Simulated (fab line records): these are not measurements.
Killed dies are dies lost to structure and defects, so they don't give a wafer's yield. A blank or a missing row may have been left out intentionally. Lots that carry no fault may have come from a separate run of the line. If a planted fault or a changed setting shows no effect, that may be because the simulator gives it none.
Chamber matching    flow nandHarc    4 sister chambers for NHARC_A_CHANNEL_FILL_D1_STRIP_28 on rieDiel-02
The step strips in O2, time 20 s. 8 wafers are shown with their chamber, then 11 later ones without.

== EACH WAFER AND ITS CHAMBER ==
wafer   chamber  drypumpMotorCurrentA (A)  throttleValvePct (%)
L079.2  3        6.4                       17.042
L088.1  1        5.7                       17.037
L088.3  0        6.8                       17.046
L088.4  1        5.7                       17.033
L085.1  3        6.3                       17.028
L085.3  2        6.1                       17.017
L085.6  0        6.8                       17.030
L090.2  2        6.1                       17.035

== WAFERS MISSING THEIR CHAMBER ==
wafer   drypumpMotorCurrentA (A)  throttleValvePct (%)
L090.4  5.7                       17.026
L090.5  6.4                       17.044
L093.1  6.8                       17.036
L093.3  6.1                       17.052
L093.4  6.4                       17.037
L094.1  6.4                       17.048
L094.2  6.8                       17.026
L094.5  6.8                       17.032
L095.2  5.7                       17.028
L095.4  6.1                       17.040
L095.6  6.4                       17.038

== THE CHAMBER EACH PASSED THROUGH ==
wafer   from the rows above  in truth
L090.4  1                    1
L090.5  3                    3
L093.1  0                    0
L093.3  2                    2
L093.4  3                    3
L094.1  3                    3
L094.2  0                    0
L094.5  0                    0
L095.2  1                    1
L095.4  2                    2
L095.6  3                    3
11 of 11 placed correctly. Left unplaced by these rows: 0. Number placed wrongly: 0.
How it was worked out, from the rows above alone: a wafer's distance from a chamber is the root of the sum, over the readings, of the square of ((its reading less the chamber's mean) divided by the reading's scatter). If the next closest chamber is less than 2 further off than the closest, the wafer can't be placed; otherwise it belongs to the closest. A chamber's mean is the mean of its shown wafers. The scatter: take each reading less its chamber's mean, square it, sum over the shown wafers, divide by the number of wafers less the number of chambers, and take the root.
